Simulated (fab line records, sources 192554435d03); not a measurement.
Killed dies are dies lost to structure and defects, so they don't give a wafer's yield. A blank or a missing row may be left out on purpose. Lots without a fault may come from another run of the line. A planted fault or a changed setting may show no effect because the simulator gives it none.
Chamber matching | flow n5_finfet | N5_BEOL_M11_CURE_71 on uv_cure-03: 3 sister chambers
The step cures SiCOH lowk, time 240 s. 6 wafers are shown with their chamber, then 10 later ones without.

WAFERS WITH THEIR CHAMBER
wafer  | chamber | wafer_temp_C_max | lamp_power_pct (%)
L079.4 | 0       | 387.3            | 52.23
L079.6 | 0       | 388.8            | 52.30
L084.4 | 1       | 385.9            | 52.28
L084.5 | 1       | 385.7            | 52.28
L089.4 | 2       | 386.3            | 52.22
L089.5 | 2       | 385.6            | 52.38

WAFERS WITHOUT THEIR CHAMBER
wafer  | wafer_temp_C_max | lamp_power_pct (%)
L089.6 | 386.0            | 52.32
L093.1 | 386.0            | 52.28
L093.2 | 385.7            | 52.33
L093.3 | 385.6            | 52.42
L094.2 | 388.9            | 52.20
L094.4 | 386.9            | 52.30
L094.5 | 387.2            | 52.30
L096.2 | 386.2            | 52.30
L096.3 | 386.3            | 52.29
L096.4 | 385.8            | 52.39

WHICH CHAMBER EACH WENT THROUGH
wafer  | from the rows above          | in truth
L089.6 | can't be placed: 2 or 1      | 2
L093.1 | can't be placed: 2 or 1      | 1
L093.2 | can't be placed: 2 or 1      | 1
L093.3 | can't be placed: 2 or 1      | 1
L094.2 | 0                            | 0
L094.4 | can't be placed: 2 or 1 or 0 | 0
L094.5 | can't be placed: 0 or 2 or 1 | 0
L096.2 | can't be placed: 2 or 1      | 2
L096.3 | can't be placed: 2 or 1      | 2
L096.4 | can't be placed: 2 or 1      | 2
Placed correctly: 1 of 10. Can't be placed from these rows: 9 (the true chamber is among the candidates in 9). Placed wrongly: 0.
How it was worked out, from the rows above alone: a wafer's distance from a chamber is the root of the sum, over the readings, of the square of ((its reading less the chamber's mean) divided by the reading's scatter). The wafer belongs to the nearest chamber; if the next one is less than 2 further off, it can't be placed. A chamber's mean is the mean of its shown wafers. The scatter: the root of (the sum of the squares of (reading less its chamber's mean) over the shown wafers, divided by (wafers less chambers)).
